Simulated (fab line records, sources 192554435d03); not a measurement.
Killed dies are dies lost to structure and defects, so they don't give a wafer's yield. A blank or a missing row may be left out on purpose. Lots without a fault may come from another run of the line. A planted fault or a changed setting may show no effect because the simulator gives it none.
Problem report in the 8D (eight disciplines) form, filled by code | flow n5_finfet | the parts of the form that need people (team, actions taken, sign-off) are left out

1. THE PROBLEM
run_length_s at N5_BEOL_M5_CO_CAP_78 reads a mean of 65.3 s on 2 wafers of 2 lots; wafers without a fault read 124.8 s with a standard deviation of 0.56. That is -99 or more standard deviations from the usual mean.
The step: material Co, precursor CCTBA/H2, target thk 2 nm, time 102.1 s.
First seen on wafer L126.1, day 12 01:09, on cvd_co-02. The record holds 35 wafers of 12 lots with a number at this step. Rule for "out", or "out of limits": more than 4 standard deviations from the usual mean. The other wafers with a number count as sound.

2. WHAT IT IS AND WHAT IT IS NOT
question                    | is                | is not
which readings at this step | run_length_s      | heater_power_outer_w, heater_power_w
which lots                  | L126, L128        | L116, L117, L118, L119, L124, L132, L134, L136, L138, L139
which wafers of those lots  | L126.1, L128.1    | L126.2, L128.3, L128.5
read on which tools         | cvd_co-02         | cvd_co-01
when                        | from day 12 01:09 | up to then (16 sound wafers); but 17 sound wafers of L128, L132, L134, L136, L138, L139 came after

3. SUSPECTS, AND WHAT RULES EACH OUT
Counting: a tool at a process step up to the reading stays a suspect if it ran every lot that is out. Sound lots after the first of them don't rule it out here, since some wafers of a struck lot are sound.
- uv_cure-02 at N5_BEOL_M5_CURE_80 (cures SiCOH lowk, time 120 s): kept. It ran every lot that is out, first L126 (day 11 18:23).
- cvd_co-02 at N5_BEOL_M5_CO_CAP_78 (material Co, precursor CCTBA/H2, target thk 2 nm, time 102.1 s): kept. It ran every lot that is out, first L126 (day 12 01:09); its last sound lot up to then is L117 (day 9 13:58). Its own readings are out on those wafers: run_length_s.
Left after counting: uv_cure-02 at N5_BEOL_M5_CURE_80, cvd_co-02 at N5_BEOL_M5_CO_CAP_78.

4. THE CAUSE (what the simulator had put in)
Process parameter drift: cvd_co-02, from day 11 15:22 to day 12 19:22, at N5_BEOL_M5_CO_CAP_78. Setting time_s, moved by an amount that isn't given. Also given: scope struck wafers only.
Counting left 2 suspects, and this tool is among them.

5. THE CHAIN OF EFFECTS, in route order
Each row: a reading whose mean over the struck wafers that have a number lies more than 3 standard deviations from the usual. Only readings for which the record gives a usual standard deviation are gone through. hours: the time from each lot's start at the first step in this table that gives one to its start at this step, as a median over the lots. sigmas: the change in usual standard deviations.
hours | step                 | reading      | usual   | on struck wafers | change | sigmas
0     | N5_BEOL_M5_CO_CAP_78 | run_length_s | 124.8 s | 65.3             | -59.5  | -99 or more
The process steps in it:
- N5_BEOL_M5_CO_CAP_78: material Co, precursor CCTBA/H2, target thk 2 nm, time 102.1 s.

6. WHAT WOULD HAVE CAUGHT IT SOONER
In this record the first reading out of limits was taken at day 12 01:09, 10 hours after the fault began at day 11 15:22.
